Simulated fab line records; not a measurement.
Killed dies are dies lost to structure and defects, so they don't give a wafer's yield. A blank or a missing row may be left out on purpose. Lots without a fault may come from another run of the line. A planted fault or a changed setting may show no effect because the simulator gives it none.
Matching of chambers / flow nand-harc / rie-diel-03 running NHARC_A_CHANNEL_HOLE_D1_ETCH_44: 4 sister chambers
The step etches the open film in CF4/O2, target depth 140 nm, overetch 14 nm, time 77 s. 4 wafers are shown with their chamber, then 9 later ones without.

== WAFERS, EACH WITH ITS CHAMBER ==
wafer=L491.3; chamber=0; showerhead-plenum-p-Torr (Torr)=1.31
wafer=L500.4; chamber=3; showerhead-plenum-p-Torr (Torr)=1.25
wafer=L509.5; chamber=2; showerhead-plenum-p-Torr (Torr)=1.42
wafer=L509.6; chamber=1; showerhead-plenum-p-Torr (Torr)=1.32

== WAFERS WITH NO CHAMBER GIVEN ==
wafer=L511.1; showerhead-plenum-p-Torr (Torr)=1.32
wafer=L511.2; showerhead-plenum-p-Torr (Torr)=1.25
wafer=L511.3; showerhead-plenum-p-Torr (Torr)=1.30
wafer=L513.2; showerhead-plenum-p-Torr (Torr)=1.30
wafer=L513.4; showerhead-plenum-p-Torr (Torr)=1.25
wafer=L513.5; showerhead-plenum-p-Torr (Torr)=1.32
wafer=L514.1; showerhead-plenum-p-Torr (Torr)=1.25
wafer=L514.5; showerhead-plenum-p-Torr (Torr)=1.32
wafer=L514.6; showerhead-plenum-p-Torr (Torr)=1.30

== CHAMBER TAKEN BY EACH ==
wafer=L511.1; from the rows above=can't be placed: 1 or 0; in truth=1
wafer=L511.2; from the rows above=3; in truth=3
wafer=L511.3; from the rows above=can't be placed: 0 or 1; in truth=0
wafer=L513.2; from the rows above=can't be placed: 0 or 1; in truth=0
wafer=L513.4; from the rows above=3; in truth=3
wafer=L513.5; from the rows above=can't be placed: 1 or 0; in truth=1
wafer=L514.1; from the rows above=3; in truth=3
wafer=L514.5; from the rows above=can't be placed: 1 or 0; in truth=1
wafer=L514.6; from the rows above=can't be placed: 0 or 1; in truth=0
3 of 9 placed correctly. From these rows, 6 cannot be placed; in 6 the true chamber is one of the candidates. Placed wrongly: 0.
How it was worked out, from the rows above alone: a wafer's distance from a chamber is the root of the sum, over the readings, of the square of ((its reading less the chamber's mean) divided by the reading's scatter). The wafer belongs to the nearest chamber; if the next one is less than 2 further off, it can't be placed. The mean given for a chamber averages the wafers shown for that chamber. The scatter (one wafer shown for each chamber): square how far every hidden wafer sits from the nearest shown wafer, average those squares and take the square root.
